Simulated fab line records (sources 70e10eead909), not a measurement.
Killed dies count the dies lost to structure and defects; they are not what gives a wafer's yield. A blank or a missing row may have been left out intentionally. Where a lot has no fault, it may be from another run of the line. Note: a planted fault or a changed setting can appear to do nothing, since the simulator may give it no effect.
Which of the tools did it? / flow nandHarc / route of 1302 steps, sampled at 1 step: 14 lots, 42 wafers

== WHAT EACH GAUGE READ, for each wafer ==
NHARC_A_CONTACT_CD_MEAS_80. Usual: cdNm reads 289.3 nm (standard deviation 0.8).
lot=L413; measured=day 22 18:42; on=cdSem-01; cdNm (nm)=289.1 289.5 288.9; flag=
lot=L412; measured=day 22 19:19; on=cdSem-02; cdNm (nm)=290.6 290.0 289.9; flag=
lot=L418; measured=day 24 01:47; on=cdSem-03; cdNm (nm)=289.4 289.4 289.0; flag=
lot=L416; measured=day 24 12:34; on=cdSem-03; cdNm (nm)=289.5 289.0 289.2; flag=
lot=L419; measured=day 24 23:11; on=cdSem-01; cdNm (nm)=288.2 288.4 287.6; flag=
lot=L420; measured=day 25 11:54; on=cdSem-02; cdNm (nm)=289.8 290.1 289.6; flag=
lot=L421; measured=day 25 13:40; on=cdSem-03; cdNm (nm)=289.6 289.5 289.8; flag=
lot=L423; measured=day 26 08:21; on=cdSem-01; cdNm (nm)=290.2 289.9 290.1; flag=
lot=L422; measured=day 26 12:41; on=cdSem-03; cdNm (nm)=288.7 288.5 288.8; flag=
lot=L427; measured=day 28 02:32; on=cdSem-01; cdNm (nm)=289.4 289.8 290.4; flag=
lot=L433; measured=day 30 20:22; on=cdSem-01; cdNm (nm)=290.1 290.0 290.4; flag=
lot=L432; measured=day 31 00:23; on=cdSem-03; cdNm (nm)=289.3 289.8 289.0; flag=
lot=L434; measured=day 31 01:08; on=cdSem-02; cdNm (nm)=288.5 288.7 288.8; flag=
lot=L435; measured=day 31 23:39; on=cdSem-01; cdNm (nm)=288.9 288.8 289.3; flag=

== EACH LOT AND THE TOOL THAT RAN IT (in order: tool; ch and the chambers of the sampled wafers; start) ==
The record shows no process step preceding these readings.

== WHAT THE TOOLS THEMSELVES READ (means of the sampled wafers that have a number; where no wafer has one, the mark that the record gives instead) ==
The record holds no such reading with a usual standard deviation.

== THE ANSWER, worked out from the rows above alone ==
Rule: a lot counts as off when the mean over its wafers that have a number is more than 3 standard deviations away from the usual mean. A lot without any number at a reading at which 4 lots or more have one is off too. The other lots that the step has rows for count as sound. Order of review: gauges by route order, followed by the tools' own readings, for which a lot's mean as printed above is used. At the first step where some lot is off, the reading lying furthest off is the one used; lots without a number count as furthest.
None of the lots is off at any reading shown; this tells nothing.

== WHAT THE SIMULATOR PUT IN ==
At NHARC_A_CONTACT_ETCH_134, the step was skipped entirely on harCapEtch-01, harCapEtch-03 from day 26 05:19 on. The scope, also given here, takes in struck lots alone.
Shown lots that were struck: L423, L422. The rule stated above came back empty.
